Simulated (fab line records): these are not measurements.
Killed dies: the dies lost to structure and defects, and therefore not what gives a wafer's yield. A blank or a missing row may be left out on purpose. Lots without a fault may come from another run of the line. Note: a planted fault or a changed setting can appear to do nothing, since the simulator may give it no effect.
2 desks looking at one fault	flow n5 finfet	numbers are kept per desk, each desk with only its own; the story behind them comes last

METROLOGY DESK
What the gauges read for every lot (on any tool): the sampled wafers with a number, averaged. If a lot's mean is further than 4 standard deviations from the usual mean, the lot is out of limits and carries the mark OUT (the distance appears in the brackets). Readings shown: 7 of its 10, picked as those furthest out on some lot.
Columns: A = DIBL_N at N5_BEOL_M4_RC_MEAS_101, usual 36.0 mV/V; B = IOFF_N at N5_BEOL_M4_RC_MEAS_101, usual 0.155 nA/um; C = IOFF_P at N5_BEOL_M4_RC_MEAS_101, usual 0.21 nA/um; D = ION_N at N5_BEOL_M4_RC_MEAS_101, usual 674 uA/um; E = ION_P at N5_BEOL_M4_RC_MEAS_101, usual 463 uA/um; F = VT_N at N5_BEOL_M4_RC_MEAS_101, usual 250.0 mV; G = VT_P at N5_BEOL_M4_RC_MEAS_101, usual -251 mV
lot	first seen here	A	B	C	D	E	F	G
L329	day 12 02:07	35.8	0.144	0.20	679	467	249.6	-250
L335	day 13 07:44	34.9	0.161	0.21	676	462	247.7	-248
L341	day 13 07:52	38.6	0.195	0.31	691	478	245.7	-244
L338	day 13 23:47	36.9	0.159	0.24	674	471	248.2	-245
L339	day 14 07:17	36.9	0.160	0.22	668	458	251.2	-252
L328	day 15 11:36	37.1	0.179	0.22	676	460	248.5	-251
L345	day 15 22:39	34.5	0.133	0.17	663	453	253.7	-255
This desk found nothing out of limits on any of the 7 lots.

FOR THE TOOL OWNER'S DESK: cvd co-02
The tool's own readings at N5_BEOL_M0_CO_CAP_123 (material Co, precursor CCTBA/H2, target thk 2 nm, time 102.1 s): means of the sampled wafers that have a number, for each lot that ran on this tool. If a lot's mean is further than 4 standard deviations from the usual mean, the lot is out of limits and carries the mark OUT (the distance appears in the brackets).
Columns: A = chamber pressure Torr at N5_BEOL_M0_CO_CAP_123, usual 29.99 Torr; B = heater power w at N5_BEOL_M0_CO_CAP_123, usual 243 W; C = run length s at N5_BEOL_M0_CO_CAP_123, usual 124.5 s
lot	first seen here	A	B	C
L328	day 7 21:08	29.99	241	124.8
L329	day 8 00:04	29.95	234	124.3
L335	day 9 16:40	29.97	242	144.7 (+50) OUT
L338	day 10 06:00	30.00	243	144.8 (+51) OUT
L339	day 10 10:00	30.04	254	154.4 (+75) OUT
This desk's finding: out of limits on L335, L338, L339; first on L335, day 9 16:40 (run length s at N5_BEOL_M0_CO_CAP_123). In limits: L328, L329.

PUT TOGETHER
An alarm could have come from the tool owner's desk at day 9 16:40, on L335, L338, L339.
Metrology desk: nothing out of limits seen.
The metrology desk holds a record of L335, L338, L339, inside its limits.
The lots listed all ran N5_BEOL_M0_CO_CAP_123 on cvd co-02.

WHAT HAD BEEN PUT IN BY THE SIMULATOR
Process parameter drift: cvd co-02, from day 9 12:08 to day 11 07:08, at N5_BEOL_M0_CO_CAP_123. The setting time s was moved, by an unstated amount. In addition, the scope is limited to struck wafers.
Lots struck among those shown: L335, L338, L339.
Delay in hours, fault start to first out-of-limits reading, by desk: the tool owner's desk at 5.
